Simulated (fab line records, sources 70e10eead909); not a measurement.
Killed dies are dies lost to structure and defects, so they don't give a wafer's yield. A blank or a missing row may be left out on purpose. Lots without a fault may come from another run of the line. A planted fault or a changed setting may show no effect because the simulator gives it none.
A struck lot beside a sound one | flow nand_harc | 13 steps out of a route of 1302
Sound: wafers L377.1, L377.3, L377.5. Struck: wafers L390.1, L390.3. (L390.4 of the same lot was not struck and is left out.) The cause comes at the end.
At each step with rows: each side's tool, then ch and its chambers, then its first start. Under that, the readings that differ: sound wafers | struck wafers | difference of the means | sigmas: that difference in standard deviations of wafers without a fault.
alike: readings whose means differ by less than 2 such deviations, and words and numbers that are the same on both sides. not compared: withheld readings, readings that some wafer has no value for, bounds like >300 that may hide the same value, and numbers for which the record gives no deviation and whose values overlap.
The two part at a step that has a row with sigmas, a row that says differs or no value, or rows on one side only. Numbers that don't overlap but have no deviation are shown without sigmas and don't part them. A reading that every wafer of one side lacks parts them only if that side has two wafers or more.

first, 2 steps without rows for these wafers: NHARC_A_SOURCE_PLATE_SRD_01; NHARC_A_SOURCE_PLATE_OXIDE_02 (material SiO2, target thk 10 nm, ox time 1362 s).
NHARC_A_SOURCE_PLATE_THK_MEAS_09: measures by ellipsometry.
  sound on film_metro-02, day 9 11:55; struck on film_metro-01, day 14 20:01
  alike: thk_nm
then, 3 steps without rows for these wafers: NHARC_A_SOURCE_PLATE_PVD_04 (deposits WSi2, target thk 50 nm); NHARC_A_SOURCE_PLATE_CVD_03 (deposits poly-Si, target thk 200 nm, time 4000 s); NHARC_A_SOURCE_PLATE_ANNEAL_05 (time 1800 s).
NHARC_A_SOURCE_PLATE_THK_MEAS_06: measures by ellipsometry.
  sound on film_metro-01, day 10 00:30; struck on film_metro-02, day 15 08:35
  alike: thk_nm
NHARC_A_SOURCE_PLATE_INSPECT_08:
  sound on defect_inspect-01, day 10 00:37; struck on defect_inspect-01, day 15 08:42
  reading          | sound    | struck | difference | sigmas
  raw_defect_count | 47 39 31 | 54 153 | +64        | +3
then, 1 step without rows for these wafers: NHARC_A_ONON_D1_DEP_00 (target thk 1000 nm).
NHARC_A_ONON_D1_THK_MEAS_02: measures by ellipsometry.
  sound on film_metro-02, day 10 01:11; struck on film_metro-01, day 15 09:16
  reading     | sound          | struck  | difference | sigmas
  thk_nm (nm) | 1018 1019 1019 | 996 997 | -22        | -2
NHARC_A_ONON_D1_DEP_03: target thk 1000 nm.
  sound on pecvd_onon-01 ch 0, day 10 01:14; struck on pecvd_onon-02 ch 0, day 15 09:20
  alike: susceptor_temp_C
NHARC_A_ONON_D1_THK_MEAS_05: measures by ellipsometry.
  sound on film_metro-02, day 10 01:46; struck on film_metro-01, day 15 09:50
  reading     | sound       | struck  | difference | sigmas
  thk_nm (nm) | 991 989 988 | 894 896 | -94        | -10
then, 1 step without rows for these wafers: NHARC_A_ONON_D1_DEP_06 (target thk 1000 nm).

WHERE THEY PART
First at NHARC_A_SOURCE_PLATE_INSPECT_08; last, within this record, at NHARC_A_ONON_D1_THK_MEAS_05.

WHY: what the simulator had put in
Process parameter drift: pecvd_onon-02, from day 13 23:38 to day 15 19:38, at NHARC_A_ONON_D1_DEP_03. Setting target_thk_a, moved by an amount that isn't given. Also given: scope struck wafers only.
